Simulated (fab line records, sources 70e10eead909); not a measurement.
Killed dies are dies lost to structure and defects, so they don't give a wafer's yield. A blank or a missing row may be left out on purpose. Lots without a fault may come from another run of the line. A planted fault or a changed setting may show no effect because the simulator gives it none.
Chamber matching | flow nand_harc | NHARC_A_M0_STRIP_18 on rie_diel-12: 4 sister chambers
The step strips in N2/H2. 8 wafers are shown with their chamber, then 12 later ones without.

WAFERS WITH THEIR CHAMBER
wafer  | chamber | drypump_motor_current_A (A) | oes_product_au (a.u.)
L085.4 | 0       | 5.9                         | 1.013
L087.1 | 1       | 6.5                         | 0.991
L091.1 | 2       | 5.8                         | 1.007
L091.3 | 0       | 5.8                         | 1.019
L091.4 | 1       | 6.5                         | 0.994
L092.1 | 3       | 6.1                         | 0.981
L092.2 | 2       | 5.8                         | 1.007
L092.5 | 3       | 6.1                         | 0.975

WAFERS WITHOUT THEIR CHAMBER
wafer  | drypump_motor_current_A (A) | oes_product_au (a.u.)
L093.1 | 6.1                         | 0.988
L093.3 | 6.5                         | 0.994
L093.4 | 5.8                         | 1.006
L096.1 | 5.9                         | 1.004
L096.2 | 6.1                         | 0.985
L096.6 | 5.8                         | 1.011
L095.3 | 6.1                         | 0.971
L095.4 | 5.9                         | 0.996
L095.6 | 6.5                         | 0.995
L097.1 | 5.8                         | 1.006
L097.2 | 5.8                         | 1.006
L097.4 | 6.1                         | 0.983

WHICH CHAMBER EACH WENT THROUGH
wafer  | from the rows above     | in truth
L093.1 | 3                       | 3
L093.3 | 1                       | 1
L093.4 | 2                       | 2
L096.1 | can't be placed: 2 or 0 | 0
L096.2 | 3                       | 3
L096.6 | can't be placed: 2 or 0 | 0
L095.3 | 3                       | 3
L095.4 | can't be placed: 2 or 0 | 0
L095.6 | 1                       | 1
L097.1 | 2                       | 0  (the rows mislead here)
L097.2 | 2                       | 2
L097.4 | 3                       | 3
Placed correctly: 8 of 12. Can't be placed from these rows: 3 (the true chamber is among the candidates in 3). Placed wrongly: 1.
How it was worked out, from the rows above alone: a wafer's distance from a chamber is the root of the sum, over the readings, of the square of ((its reading less the chamber's mean) divided by the reading's scatter). The wafer belongs to the nearest chamber; if the next one is less than 2 further off, it can't be placed. A chamber's mean is the mean of its shown wafers. The scatter: the root of (the sum of the squares of (reading less its chamber's mean) over the shown wafers, divided by (wafers less chambers)).
